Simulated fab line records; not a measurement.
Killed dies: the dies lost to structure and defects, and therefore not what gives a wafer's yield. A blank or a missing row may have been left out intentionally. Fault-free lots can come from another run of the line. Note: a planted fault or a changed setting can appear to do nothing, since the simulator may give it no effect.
Matching of chambers | flow n5_finfet | N5_GATE_CUT_ETCH_36 on rie_diel-02 has 4 sister chambers
The step etches SiARC in CF4, target depth 13 nm, time 21.7 s. 4 wafers are shown with their chamber, then 10 later ones without.

## WAFERS WITH THEIR CHAMBER
wafer  | chamber | showerhead_plenum_p_Torr (Torr)
L086.1 | 1       | 2.28
L086.5 | 3       | 2.09
L085.3 | 0       | 2.16
L085.4 | 2       | 2.17

## WAFERS WHOSE CHAMBER IS MISSING
wafer  | showerhead_plenum_p_Torr (Torr)
L085.5 | 2.16
L087.4 | 2.16
L087.5 | 2.08
L087.6 | 2.16
L094.2 | 2.17
L094.4 | 2.17
L094.5 | 2.27
L097.1 | 2.16
L097.2 | 2.08
L097.5 | 2.16

## WHICH CHAMBER EACH ONE RAN IN
wafer  | from the rows above     | in truth
L085.5 | can't be placed: 0 or 2 | 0
L087.4 | can't be placed: 0 or 2 | 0
L087.5 | 3                       | 3
L087.6 | can't be placed: 0 or 2 | 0
L094.2 | can't be placed: 2 or 0 | 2
L094.4 | can't be placed: 2 or 0 | 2
L094.5 | 1                       | 1
L097.1 | can't be placed: 0 or 2 | 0
L097.2 | 3                       | 3
L097.5 | can't be placed: 0 or 2 | 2
3 of 10 placed correctly. Cannot be placed on the basis of these rows: 7; the candidates contain the true chamber in 7. Number placed wrongly: 0.
How it was worked out, from the rows above alone: a wafer's distance from a chamber is the root of the sum, over the readings, of the square of ((its reading less the chamber's mean) divided by the reading's scatter). The wafer belongs to the nearest chamber; if the next one is less than 2 further off, it can't be placed. For every chamber, the mean is computed from those of its wafers that are shown. The scatter: root of mean squared gap, hidden wafer to nearest shown wafer, with one shown wafer a chamber.
